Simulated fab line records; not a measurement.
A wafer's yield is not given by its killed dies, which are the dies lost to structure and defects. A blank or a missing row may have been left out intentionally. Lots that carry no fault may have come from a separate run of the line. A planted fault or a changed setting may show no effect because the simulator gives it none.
fab line records	flow nand-harc
[record] lots = 24	wafers = 72	last-day = 33
route steps=1302 shown A_CHANNEL_HOLE_D1@489 A_CHANNEL_FILL_D1@508 A_DECK1_JOINT@544 A_ONON_D2@546 A_CHANNEL_HOLE_D2@593
lots untouched by any fault: they come from a run of this same line in which no faults occurred
start-h: start of the lot's first displayed wafer, in hours after the record's first day	wait-h: time in hours since the lot's previous step	" same as the row above	L1.1+2: a single row standing in for several wafers	- no value, or no start given	* or withheld: withheld	< > ~ a bound
route shown NAME@n: NAME is a module with steps in the file, n the number in the route of the first one	usual: the fault-free wafers' mean and standard deviation	same: alike in all rows	chamber/n: place in a boat	sites: the reading at each site	_std_site: standard deviation across them	_edge_site: outer sites' mean less inner sites'	radius-mm: how far each site lies from the wafer's centre	mask NAME#n: copy n	behind: the most recent tool/chamber to have shaped the wafer	hold: cause of the lot's hold/its duration in hours/its outcome	device: the transistor (n, p or np) that didn't switch	end of line: at the end of the route, the tests of the same wafers	for a step that has no rows: nothing shown but its recipe	killed: not the wafer's yield, but the dies lost to structure and defects at the first sort	map: shows each die of a wafer: x if killed, . if not, _ if none is there
set.NAME: the setting the step ran with; set.NAME@STEP: the setting that earlier step ran with	model.NAME: the simulator's own value behind a step, which no gauge read
steps of the route over a sample of lots; a table a step, a row a wafer
services: a tool's chamber out of use, with start hour (start-h, from the record's first day; less than 0 if before it), hours out, and reason
[[steps]]
[step NHARC_A_CHANNEL_HOLE_D1_INSPECT_40]
[usual] raw-defect-count = 70/28
lot.wafer	tool	chamber	start-h	wait-h	raw-defect-count
L074.1	defect-inspect-01	-	191.12	-	116
L074.3	"	-	"	"	110
L074.6	"	-	"	"	95
L075.2	defect-inspect-01	-	194.57	-	23
L075.4	"	-	"	"	32
L075.6	"	-	"	"	31
L076.4	defect-inspect-01	-	204.35	-	96
L076.5	"	-	"	"	100
L076.6	"	-	"	"	111
L077.1	defect-inspect-02	-	218.52	-	26
L077.5	"	-	"	"	32
L077.6	"	-	"	"	36
L078.1	defect-inspect-01	-	225.33	-	60
L078.3	"	-	"	"	57
L078.5	"	-	"	"	39
L079.1	defect-inspect-01	-	230.06	-	114
L079.3	"	-	"	"	97
L079.5	"	-	"	"	116
L080.4	defect-inspect-02	-	247.06	-	40
L080.5	"	-	"	"	44
L080.6	"	-	"	"	57
L082.1	defect-inspect-01	-	269.73	-	105
L082.4	"	-	"	"	134
L082.5	"	-	"	"	95
L081.1	defect-inspect-01	-	270.37	-	60
L081.4	"	-	"	"	59
L081.5	"	-	"	"	30
L083.2	defect-inspect-02	-	277.98	-	84
L083.3	"	-	"	"	59
L083.6	"	-	"	"	53
L085.2	defect-inspect-02	-	301.06	-	49
L085.3	"	-	"	"	40
L085.6	"	-	"	"	49
L084.1	defect-inspect-02	-	303.29	-	105
L084.5	"	-	"	"	83
L084.6	"	-	"	"	100
L086.1	defect-inspect-01	-	315.28	-	54
L086.3	"	-	"	"	53
L086.5	"	-	"	"	37
L087.1	defect-inspect-02	-	319.43	-	36
L087.5	"	-	"	"	31
L087.6	"	-	"	"	60
L088.1	defect-inspect-01	-	328.06	-	115
L088.3	"	-	"	"	76
L088.4	"	-	"	"	90
L089.2	defect-inspect-01	-	329.12	-	65
L089.4	"	-	"	"	63
L089.5	"	-	"	"	60
L091.1	defect-inspect-01	-	351.15	-	112
L091.4	"	-	"	"	98
L091.5	"	-	"	"	90
L090.2	defect-inspect-02	-	351.80	-	54
L090.3	"	-	"	"	47
L090.6	"	-	"	"	56
L092.1	defect-inspect-01	-	365.68	-	66
L092.2	"	-	"	"	98
L092.4	"	-	"	"	73
L093.2	defect-inspect-02	-	371.93	-	76
L093.4	"	-	"	"	68
L093.6	"	-	"	"	108
L094.2	defect-inspect-02	-	386.68	-	85
L094.3	"	-	"	"	67
L094.5	"	-	"	"	65
L095.3	defect-inspect-02	-	408.03	-	80
L095.4	"	-	"	"	75
L095.5	"	-	"	"	54
L096.2	defect-inspect-01	-	416.40	-	59
L096.3	"	-	"	"	63
L096.5	"	-	"	"	64
L097.2	defect-inspect-01	-	417.06	-	43
L097.3	"	-	"	"	44
L097.5	"	-	"	"	43
[step NHARC_A_CHANNEL_FILL_D1_ETCHBACK_08]
[recipe] target-depth-a = 2200	time-s = 110	c4f8-flow-sccm = 20	ar-flow-sccm = withheld	rf-w = 600	bias-w = 300	chemistry = C4F8
[usual] oes-product-au = 0.94/0.033	rf-vpp-V = 441.4/2.4
[same] time-s = 110
lot.wafer	tool	chamber	start-h	wait-h	oes-product-au	rf-hours-counter-h	rf-vpp-V
L075.4	rie-diel-01	3	-	-	0.99	0.2	445.0
L075.2	"	1	"	"	0.99	0.3	442.0
L075.6	"	3	"	"	1.00	-	443.9
L074.3	rie-diel-06	3	-	-	1.00	4.4	443.4
L074.1	"	1	"	"	1.00	4.1	442.6
L074.6	"	0	"	"	1.00	-	443.2
L076.4	rie-diel-01	1	-	-	0.91	1.4	442.5
L076.6	"	0	"	"	0.92	-	439.5
L076.5	"	1	"	"	0.92	-	441.5
L077.1	rie-diel-01	2	-	-	0.92	2.1	441.0
L077.5	"	0	"	"	0.97	-	442.5
L077.6	"	1	"	"	0.96	-	441.5
L078.3	rie-diel-08	1	-	-	0.93	6.2	438.1
L078.1	"	2	"	"	0.91	6.0	444.5
L078.5	"	0	"	"	0.93	-	439.5
L079.1	rie-diel-08	0	-	-	0.93	6.0	439.3
L079.3	"	1	"	"	0.94	6.3	439.7
L079.5	"	0	"	"	0.92	-	439.3
L080.4	rie-diel-06	0	-	-	0.95	7.2	442.0
L080.5	"	3	"	"	0.93	-	443.3
L080.6	"	0	"	"	0.94	-	441.2
L081.4	rie-diel-08	1	-	-	0.93	7.5	436.9
L081.1	"	0	"	"	0.93	7.4	441.1
L081.5	"	2	"	"	0.91	-	444.1
L082.1	rie-diel-01	1	-	-	0.95	4.3	443.2
L082.4	"	3	"	"	0.97	4.2	444.6
L082.5	"	2	"	"	0.92	-	440.2
L083.3	rie-diel-08	0	-	-	0.91	7.9	439.4
L083.2	"	1	"	"	0.93	8.0	437.6
L083.6	"	2	"	"	0.91	-	444.3
L085.3	rie-diel-01	3	-	-	0.92	5.4	445.9
L085.2	"	1	"	"	0.92	5.8	444.0
L085.6	"	3	"	"	0.93	-	444.8
L084.1	rie-diel-08	3	-	-	0.93	9.9	438.4
L084.5	"	2	"	"	0.92	-	446.0
L084.6	"	3	"	"	0.92	-	438.6
L086.3	rie-diel-01	1	-	-	0.92	6.5	443.0
L086.1	"	0	"	"	0.90	6.9	440.9
L086.5	"	1	"	"	0.92	-	442.6
L087.1	rie-diel-08	1	-	-	0.93	11.1	435.8
L087.5	"	0	"	"	0.93	-	439.8
L087.6	"	1	"	"	0.93	-	439.5
L088.3	rie-diel-06	0	-	-	0.98	3.8	443.1
L088.4	"	2	"	"	1.00	2.4	438.6
L088.1	"	3	"	"	1.01	2.4	442.6
L089.2	rie-diel-01	2	-	-	0.91	7.2	440.9
L089.4	"	0	"	"	0.92	7.2	440.9
L089.5	"	3	"	"	0.93	-	444.3
L090.2	rie-diel-01	2	-	-	0.98	0.0	441.9
L090.3	"	3	"	"	1.00	0.0	444.9
L090.6	"	2	"	"	0.97	-	441.1
L091.4	rie-diel-06	3	-	-	0.94	3.3	443.7
L091.1	"	1	"	"	0.92	5.0	442.6
L091.5	"	2	"	"	0.92	-	439.2
L092.1	rie-diel-01	3	-	-	0.91	0.2	444.3
L092.4	"	0	"	"	0.93	0.2	440.7
L092.2	"	1	"	"	0.93	0.2	442.2
L093.4	rie-diel-08	3	-	-	1.00	2.9	437.4
L093.2	"	0	"	"	1.01	2.2	436.9
L093.6	"	1	"	"	0.99	-	438.6
L094.2	rie-diel-08	0	-	-	0.93	2.8	439.2
L094.3	"	3	"	"	0.92	3.5	437.5
L094.5	"	0	"	"	0.92	-	440.1
L095.3	rie-diel-06	0	-	-	0.94	8.3	441.6
L095.4	"	2	"	"	0.92	7.1	438.1
L095.5	"	1	"	"	0.92	-	441.6
L097.3	rie-diel-08	2	-	-	1.00	5.5	444.2
L097.2	"	3	"	"	1.01	5.3	438.6
L097.5	"	3	"	"	1.01	-	439.3
L096.2	rie-diel-01	0	-	-	0.91	3.2	439.3
L096.3	"	1	"	"	0.95	3.4	442.5
L096.5	"	3	"	"	0.92	-	444.8
[step NHARC_A_DECK1_JOINT_INSPECT_05]
[usual] raw-defect-count = 324/120
lot.wafer	tool	chamber	start-h	wait-h	raw-defect-count
L075.2	defect-inspect-01	-	273.54	0.0	156
L075.4	"	-	"	"	167
L075.6	"	-	"	"	198
L074.1	defect-inspect-02	-	273.54	0.0	282
L074.3	"	-	"	"	306
L074.6	"	-	"	"	219
L076.4	defect-inspect-01	-	287.70	0.0	367
L076.5	"	-	"	"	389
L076.6	"	-	"	"	433
L077.1	defect-inspect-01	-	309.02	0.0	412
L077.5	"	-	"	"	204
L077.6	"	-	"	"	308
L078.1	defect-inspect-01	-	317.43	0.0	357
L078.3	"	-	"	"	295
L078.5	"	-	"	"	299
L079.1	defect-inspect-01	-	324.59	0.0	213
L079.3	"	-	"	"	309
L079.5	"	-	"	"	427
L080.4	defect-inspect-01	-	330.11	0.0	359
L080.5	"	-	"	"	259
L080.6	"	-	"	"	259
L081.1	defect-inspect-01	-	354.13	0.0	289
L081.4	"	-	"	"	279
L081.5	"	-	"	"	234
L082.1	defect-inspect-02	-	354.13	0.0	353
L082.4	"	-	"	"	404
L082.5	"	-	"	"	227
L083.2	defect-inspect-02	-	360.93	0.0	175
L083.3	"	-	"	"	136
L083.6	"	-	"	"	222
L084.1	defect-inspect-02	-	383.38	0.0	571
L084.5	"	-	"	"	246
L084.6	"	-	"	"	730
L085.2	defect-inspect-02	-	383.39	0.0	146
L085.3	"	-	"	"	148
L085.6	"	-	"	"	212
L087.1	defect-inspect-01	-	398.21	0.0	587
L087.5	"	-	"	"	338
L087.6	"	-	"	"	491
L086.1	defect-inspect-02	-	398.22	0.0	193
L086.3	"	-	"	"	344
L086.5	"	-	"	"	226
L089.2	defect-inspect-01	-	418.59	0.0	381
L089.4	"	-	"	"	242
L089.5	"	-	"	"	229
L088.1	defect-inspect-02	-	418.60	0.0	548
L088.3	"	-	"	"	450
L088.4	"	-	"	"	361
L091.1	defect-inspect-02	-	439.32	0.0	429
L091.4	"	-	"	"	499
L091.5	"	-	"	"	309
L090.2	defect-inspect-01	-	439.32	0.0	398
L090.3	"	-	"	"	336
L090.6	"	-	"	"	168
L092.1	defect-inspect-01	-	449.22	0.0	213
L092.2	"	-	"	"	383
L092.4	"	-	"	"	478
L093.2	defect-inspect-01	-	459.08	0.0	422
L093.4	"	-	"	"	471
L093.6	"	-	"	"	388
L094.2	defect-inspect-02	-	476.53	0.0	245
L094.3	"	-	"	"	268
L094.5	"	-	"	"	246
L095.3	defect-inspect-02	-	488.83	0.0	197
L095.4	"	-	"	"	270
L095.5	"	-	"	"	210
L097.2	defect-inspect-02	-	500.29	0.0	233
L097.3	"	-	"	"	225
L097.5	"	-	"	"	231
L096.2	defect-inspect-01	-	500.38	0.0	327
L096.3	"	-	"	"	434
L096.5	"	-	"	"	382
[step NHARC_A_ONON_D2_THK_MEAS_02]
[recipe] thk-meas-gauge = ellipsometry
[usual] thk-nm = 998/9.1
lot.wafer	tool	chamber	start-h	wait-h	thk-nm
L075.2	film-metro-01	-	274.12	-	992
L075.4	"	-	"	"	990
L075.6	"	-	"	"	991
L074.1	film-metro-01	-	274.31	-	978
L074.3	"	-	"	"	977
L074.6	"	-	"	"	978
L076.4	film-metro-02	-	288.28	-	990
L076.5	"	-	"	"	989
L076.6	"	-	"	"	989
L077.1	film-metro-01	-	309.59	-	1000
L077.5	"	-	"	"	999
L077.6	"	-	"	"	1001
L078.1	film-metro-02	-	318.01	-	996
L078.3	"	-	"	"	997
L078.5	"	-	"	"	995
L079.1	film-metro-02	-	325.17	-	1002
L079.3	"	-	"	"	1001
L079.5	"	-	"	"	1001
L080.4	film-metro-02	-	330.69	-	996
L080.5	"	-	"	"	994
L080.6	"	-	"	"	996
L081.1	film-metro-01	-	354.70	-	1006
L081.4	"	-	"	"	1006
L081.5	"	-	"	"	1006
L082.1	film-metro-02	-	354.71	-	1004
L082.4	"	-	"	"	1004
L082.5	"	-	"	"	1004
L083.2	film-metro-02	-	361.50	-	994
L083.3	"	-	"	"	994
L083.6	"	-	"	"	993
L085.2	film-metro-01	-	383.96	-	988
L085.3	"	-	"	"	988
L085.6	"	-	"	"	988
L084.1	film-metro-01	-	383.96	-	1010
L084.5	"	-	"	"	1012
L084.6	"	-	"	"	1011
L087.1	film-metro-02	-	398.79	-	1012
L087.5	"	-	"	"	1014
L087.6	"	-	"	"	1013
L086.1	film-metro-01	-	399.10	-	986
L086.3	"	-	"	"	987
L086.5	"	-	"	"	986
L089.2	film-metro-02	-	419.17	-	994
L089.4	"	-	"	"	991
L089.5	"	-	"	"	993
L088.1	film-metro-01	-	419.20	-	1018
L088.3	"	-	"	"	1016
L088.4	"	-	"	"	1017
L091.1	film-metro-01	-	439.90	-	1001
L091.4	"	-	"	"	1002
L091.5	"	-	"	"	1002
L090.2	film-metro-01	-	439.90	-	1005
L090.3	"	-	"	"	1006
L090.6	"	-	"	"	1006
L092.1	film-metro-02	-	449.79	-	999
L092.2	"	-	"	"	999
L092.4	"	-	"	"	998
L093.2	film-metro-01	-	459.66	-	1002
L093.4	"	-	"	"	1001
L093.6	"	-	"	"	1002
L094.2	film-metro-02	-	477.10	-	1014
L094.3	"	-	"	"	1012
L094.5	"	-	"	"	1010
L095.3	film-metro-02	-	489.41	-	995
L095.4	"	-	"	"	995
L095.5	"	-	"	"	994
L097.2	film-metro-02	-	500.87	-	988
L097.3	"	-	"	"	988
L097.5	"	-	"	"	989
L096.2	film-metro-01	-	501.06	-	995
L096.3	"	-	"	"	996
L096.5	"	-	"	"	998
[step NHARC_A_CHANNEL_HOLE_D2_ETCH_21]
[recipe] bias-v = 3000	source-w = withheld	pressure-mtorr = 20	time-s = 514.3	ar-flow-sccm = 375	c4f8-flow-sccm = 89.3	o2-flow-sccm = 35.7	temp-c = -20	target-depth-a = 16000	chemistry = C4F8/O2/Ar
[usual] drypump-motor-current-A = 5.5/0.34	o2-flow-sccm = 35.69/0.1	showerhead-plenum-p-Torr = 3.69/0.11	throttle-valve-pct = 32.154/0.009
[same] time-s = 514.3
lot.wafer	tool	chamber	start-h	wait-h	drypump-motor-current-A	o2-flow-sccm	rf-hours-counter-h	showerhead-plenum-p-Torr	throttle-valve-pct
L075.2	har-etch-01	1	291.67	0.3	5.8	35.82	145	3.71	32.145
L075.4	"	0	"	"	5.5	35.63	-	3.71	32.149
L075.6	"	1	"	"	5.8	35.73	-	3.71	32.148
L074.1	har-etch-02	1	293.94	0.3	4.9	35.63	363	3.50	32.171
L074.3	"	0	"	"	5.8	35.61	-	3.73	32.143
L074.6	"	1	"	"	4.9	35.56	-	3.50	32.159
L076.4	har-etch-02	0	306.06	0.3	5.8	35.89	-	3.73	32.145
L076.5	"	1	"	"	4.9	35.73	-	3.49	32.171
L076.6	"	0	"	"	5.8	35.82	-	3.72	32.163
L077.1	har-etch-02	0	329.40	0.5	5.8	35.56	383	3.72	32.167
L077.5	"	0	"	"	5.8	35.65	-	3.72	32.153
L077.6	"	0	"	"	5.8	35.52	-	3.72	32.169
L078.1	har-etch-01	1	342.26	0.3	5.8	35.73	179	3.69	32.153
L078.3	"	1	"	"	5.7	35.84	-	3.69	32.163
L078.5	"	1	"	"	5.7	35.79	-	3.69	32.161
L080.4	har-etch-02	0	350.19	0.3	5.8	35.70	-	3.71	32.146
L080.5	"	0	"	"	5.8	35.77	-	3.71	32.149
L080.6	"	1	"	"	4.9	35.65	-	3.48	32.157
L079.1	har-etch-01	0	350.61	0.3	5.5	35.83	187	3.68	32.144
L079.3	"	0	"	"	5.5	35.76	-	3.68	32.148
L079.5	"	0	"	"	5.5	35.63	-	3.68	32.145
L081.1	har-etch-02	0	372.84	0.3	5.8	35.61	413	3.70	32.151
L081.4	"	1	"	"	4.9	35.62	-	3.48	32.138
L081.5	"	0	"	"	5.8	35.69	-	3.70	32.147
L082.1	har-etch-01	0	373.45	0.3	5.5	35.73	198	3.68	32.158
L082.4	"	0	"	"	5.5	35.66	-	3.68	32.136
L082.5	"	0	"	"	5.5	35.80	-	3.68	32.154
L083.2	har-etch-01	1	389.21	0.3	5.7	35.60	210	3.67	32.158
L083.3	"	0	"	"	5.5	35.72	-	3.67	32.154
L083.6	"	0	"	"	5.5	35.71	-	3.67	32.150
L085.2	har-etch-01	0	406.98	0.3	5.4	35.45	225	3.66	32.152
L085.3	"	0	"	"	5.5	35.54	-	3.66	32.158
L085.6	"	0	"	"	5.5	35.57	-	3.66	32.160
L084.1	har-etch-02	0	407.69	0.3	5.8	35.73	0	3.70	32.153
L084.6	"	1	"	"	4.9	35.55	-	3.93	32.139
L084.5	"	0	"	"	5.8	35.71	-	3.70	32.158
L087.1	har-etch-01	1	417.11	0.3	5.8	35.57	233	3.66	32.138
L087.5	"	1	"	"	5.8	35.69	-	3.66	32.146
L087.6	"	0	"	"	5.5	35.65	-	3.66	32.149
L086.1	har-etch-02	0	418.04	0.3	5.8	35.79	8	3.70	32.163
L086.3	"	0	"	"	5.8	35.63	-	3.70	32.156
L086.5	"	0	"	"	5.8	35.78	-	3.70	32.152
L088.1	har-etch-01	1	441.43	0.3	5.7	35.69	248	3.65	32.152
L088.4	"	1	"	"	5.8	35.72	-	3.65	32.144
L088.3	"	0	"	"	5.5	35.60	-	3.65	32.146
L089.2	har-etch-02	0	441.81	0.3	5.8	35.50	23	3.69	32.149
L089.4	"	0	"	"	5.8	35.57	-	3.69	32.172
L089.5	"	0	"	"	5.8	35.70	-	3.69	32.160
L090.2	har-etch-01	0	460.48	0.3	5.5	35.67	259	3.64	32.157
L090.3	"	0	"	"	5.5	35.62	-	3.64	32.154
L090.6	"	1	"	"	5.8	35.71	-	3.64	32.156
L091.1	har-etch-02	0	462.12	0.3	5.8	35.49	35	3.68	32.153
L091.4	"	0	"	"	5.8	35.64	-	3.68	32.170
L091.5	"	1	"	"	4.9	35.80	-	3.91	32.156
L092.2	har-etch-01	1	468.52	0.3	5.8	35.74	267	3.64	32.157
L092.1	"	0	"	"	5.4	35.76	267	3.64	32.169
L092.4	"	1	"	"	5.7	35.87	-	3.64	32.162
L093.2	har-etch-02	0	480.01	0.3	5.8	35.69	46	3.68	32.162
L093.4	"	0	"	"	5.8	35.55	-	3.67	32.162
L093.6	"	1	"	"	4.9	35.81	-	3.91	32.147
L094.2	har-etch-02	0	497.43	0.3	5.8	35.54	54	3.67	32.166
L094.3	"	0	"	"	5.8	35.58	-	3.67	32.149
L094.5	"	0	"	"	5.8	35.48	-	3.67	32.147
L095.3	har-etch-01	1	515.57	0.3	5.8	35.67	-	3.63	32.162
L095.4	"	0	"	"	5.5	35.79	-	3.63	32.146
L095.5	"	0	"	"	5.4	35.71	-	3.63	32.165
L096.2	har-etch-02	1	518.14	0.3	4.9	35.58	65	3.90	32.142
L096.3	"	1	"	"	4.9	35.66	-	3.90	32.149
L096.5	"	0	"	"	5.8	35.87	-	3.66	32.150
L097.2	har-etch-01	0	519.59	0.3	5.5	35.71	294	3.62	32.153
L097.3	"	0	"	"	5.5	35.76	-	3.62	32.151
L097.5	"	1	"	"	5.7	35.77	-	3.62	32.148
[step NHARC_A_CHANNEL_HOLE_D2_XSEM_32]
[recipe] landing-energy-ev = 35000
[usual] bot-cd-nm = 74.8/1.7	bow-nm = 8.7/0.36	tilt-deg = 0.08/0.039
lot.wafer	tool	chamber	start-h	wait-h	bot-cd-nm	bow-nm	tilt-deg
L075.2	xsem-02	0	296.78	0.1	71.6	9.0	0.08
L075.4	"	0	"	"	72.9	9.0	0.08
L075.6	"	0	"	"	73.5	9.0	0.08
L074.1	xsem-01	0	299.20	0.1	77.0	8.0	0.08
L074.3	"	0	"	"	76.3	8.0	0.08
L074.6	"	0	"	"	76.1	8.0	0.08
L076.4	xsem-02	0	311.19	0.1	73.6	8.7	0.09
L076.5	"	0	"	"	75.6	8.8	0.09
L076.6	"	0	"	"	77.3	8.8	0.09
L077.1	xsem-01	0	338.32	0.1	75.3	8.8	0.03
L077.5	"	0	"	"	73.2	8.8	0.03
L077.6	"	0	"	"	73.8	8.9	0.03
L078.1	xsem-02	0	347.45	0.1	74.2	8.6	0.15
L078.3	"	0	"	"	74.1	8.6	0.15
L078.5	"	0	"	"	75.9	8.5	0.15
L080.4	xsem-01	0	355.38	0.1	72.8	9.4	0.12
L080.5	"	0	"	"	72.3	9.4	0.12
L080.6	"	0	"	"	75.5	9.3	0.12
L079.1	xsem-02	0	355.95	0.1	74.5	8.2	0.13
L079.3	"	0	"	"	75.3	8.2	0.13
L079.5	"	0	"	"	78.6	8.3	0.13
L082.1	xsem-02	0	378.73	0.1	74.0	8.3	0.12
L082.4	"	0	"	"	77.6	8.4	0.12
L082.5	"	0	"	"	75.4	8.4	0.12
L081.1	xsem-01	0	391.79	0.1	72.0	8.6	0.07
L081.4	"	0	"	"	76.6	8.7	0.07
L081.5	"	0	"	"	74.8	8.6	0.07
L083.2	xsem-02	0	394.56	0.1	73.7	8.4	0.05
L083.3	"	0	"	"	75.1	8.5	0.05
L083.6	"	0	"	"	74.9	8.5	0.05
L085.2	xsem-02	0	412.14	0.1	77.2	8.7	0.06
L085.3	"	0	"	"	76.2	8.7	0.06
L085.6	"	0	"	"	77.4	8.7	0.06
L084.1	xsem-01	0	412.79	0.1	75.5	8.8	0.09
L084.5	"	0	"	"	73.7	8.7	0.10
L084.6	"	0	"	"	74.6	8.8	0.10
L087.1	xsem-02	0	422.31	0.1	76.0	8.7	0.09
L087.5	"	0	"	"	76.5	8.8	0.09
L087.6	"	0	"	"	76.3	8.7	0.09
L086.1	xsem-01	0	423.19	0.1	75.2	8.0	0.07
L086.3	"	0	"	"	74.2	8.0	0.07
L086.5	"	0	"	"	76.6	8.0	0.07
L088.1	xsem-01	0	446.60	0.1	77.4	9.0	0.04
L088.3	"	0	"	"	73.5	9.2	0.05
L088.4	"	0	"	"	74.5	9.0	0.05
L089.2	xsem-02	0	447.02	0.1	74.5	9.4	0.09
L089.4	"	0	"	"	72.9	9.4	0.10
L089.5	"	0	"	"	75.7	9.4	0.09
L090.2	xsem-01	0	465.70	0.1	70.7	8.7	0.06
L090.3	"	0	"	"	75.5	8.7	0.06
L090.6	"	0	"	"	71.3	8.6	0.06
L091.1	xsem-02	0	467.31	0.1	74.2	8.7	0.07
L091.4	"	0	"	"	72.5	8.8	0.07
L091.5	"	0	"	"	75.1	8.8	0.07
L092.1	xsem-01	0	473.73	0.1	76.0	8.1	-0.03
L092.2	"	0	"	"	73.4	8.2	-0.03
L092.4	"	0	"	"	72.6	8.2	-0.03
L093.2	xsem-02	0	485.21	0.1	75.5	8.9	0.12
L093.4	"	0	"	"	73.1	8.8	0.12
L093.6	"	0	"	"	72.7	8.8	0.12
L094.2	xsem-02	0	502.64	0.1	75.0	8.3	0.08
L094.3	"	0	"	"	79.3	8.3	0.08
L094.5	"	0	"	"	76.5	8.2	0.08
L095.3	xsem-01	0	520.61	0.1	72.7	8.6	0.00
L095.4	"	0	"	"	73.1	8.6	0.00
L095.5	"	0	"	"	76.5	8.5	0.00
L096.2	xsem-02	0	523.35	0.1	75.1	8.8	0.09
L096.3	"	0	"	"	78.6	8.9	0.08
L096.5	"	0	"	"	78.6	8.8	0.09
L097.2	xsem-01	0	524.77	0.1	73.6	9.1	0.11
L097.3	"	0	"	"	74.5	9.1	0.11
L097.5	"	0	"	"	71.1	9.1	0.10
[[services]]
tool	chamber	start-h	hours	kind
rie-diel-01	0	212.93	-	clean
rie-diel-01	1	212.93	-	clean
rie-diel-01	2	212.93	-	clean
rie-diel-06	1	245.61	4.2	repair
rie-diel-01	3	291.70	4.8	repair
rie-diel-06	-	307.20	9.0	pm
rie-diel-01	3	319.17	7.6	repair
har-etch-02	1	326.51	-	consumable-replace:focus-ring
har-etch-02	1	326.51	17.0	scheduled-down
har-etch-02	1	326.51	17.0	vent-cycle
rie-diel-06	-	347.30	1.8	repair
rie-diel-08	-	367.81	9.0	pm
xsem-01	-	374.00	14.0	pm
rie-diel-01	3	377.73	9.7	repair
rie-diel-01	-	380.93	9.0	pm
har-etch-02	-	390.19	17.0	pm
har-etch-02	0	390.19	17.0	vent-cycle
har-etch-02	1	390.19	17.0	vent-cycle
har-etch-02	0	407.19	-	clean
har-etch-02	0	407.19	-	consumable-replace:focus-ring
har-etch-02	1	407.19	-	clean
har-etch-02	1	407.19	-	consumable-replace:showerhead
rie-diel-08	1	450.58	12.8	repair
rie-diel-06	-	484.20	9.0	pm
[[key]]
fault none
